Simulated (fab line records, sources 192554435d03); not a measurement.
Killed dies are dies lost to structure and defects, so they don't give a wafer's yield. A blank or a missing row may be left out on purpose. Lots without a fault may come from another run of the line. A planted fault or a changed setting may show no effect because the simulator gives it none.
Chamber matching | flow n5_finfet | N5_FIN_SAQP_MANDREL1_REMOVE_56 on rie_si-02: 4 sister chambers
The step chemistry HBr/Cl2/O2, target a-Si, stops on SiNx, bt time 10 s. 8 wafers are shown with their chamber, then 11 later ones without.

WAFERS WITH THEIR CHAMBER
wafer  | chamber | drypump_motor_current_A (A) | oes_product_au (a.u.)
L083.5 | 2       | 5.1                         | 1.010
L084.1 | 3       | 6.1                         | 1.048
L084.5 | 2       | 5.0                         | 1.013
L084.6 | 3       | 6.1                         | 1.043
L085.5 | 0       | 5.6                         | 1.000
L091.1 | 0       | 5.6                         | 1.006
L091.5 | 1       | 5.8                         | 0.978
L092.1 | 1       | 5.8                         | 0.971

WAFERS WITHOUT THEIR CHAMBER
wafer  | drypump_motor_current_A (A) | oes_product_au (a.u.)
L092.2 | 5.1                         | 1.002
L092.3 | 6.1                         | 1.034
L094.2 | 6.1                         | 1.030
L094.4 | 5.8                         | 0.973
L094.5 | 5.6                         | 1.001
L095.2 | 5.8                         | 0.967
L095.3 | 6.1                         | 1.040
L095.4 | 5.0                         | 1.007
L096.2 | 5.1                         | 1.008
L096.3 | 5.6                         | 0.999
L096.6 | 5.8                         | 0.974

WHICH CHAMBER EACH WENT THROUGH
wafer  | from the rows above | in truth
L092.2 | 2                   | 2
L092.3 | 3                   | 3
L094.2 | 3                   | 3
L094.4 | 1                   | 1
L094.5 | 0                   | 0
L095.2 | 1                   | 1
L095.3 | 3                   | 3
L095.4 | 2                   | 2
L096.2 | 2                   | 2
L096.3 | 0                   | 0
L096.6 | 1                   | 1
Placed correctly: 11 of 11. Can't be placed from these rows: 0. Placed wrongly: 0.
How it was worked out, from the rows above alone: a wafer's distance from a chamber is the root of the sum, over the readings, of the square of ((its reading less the chamber's mean) divided by the reading's scatter). The wafer belongs to the nearest chamber; if the next one is less than 2 further off, it can't be placed. A chamber's mean is the mean of its shown wafers. The scatter: the root of (the sum of the squares of (reading less its chamber's mean) over the shown wafers, divided by (wafers less chambers)).
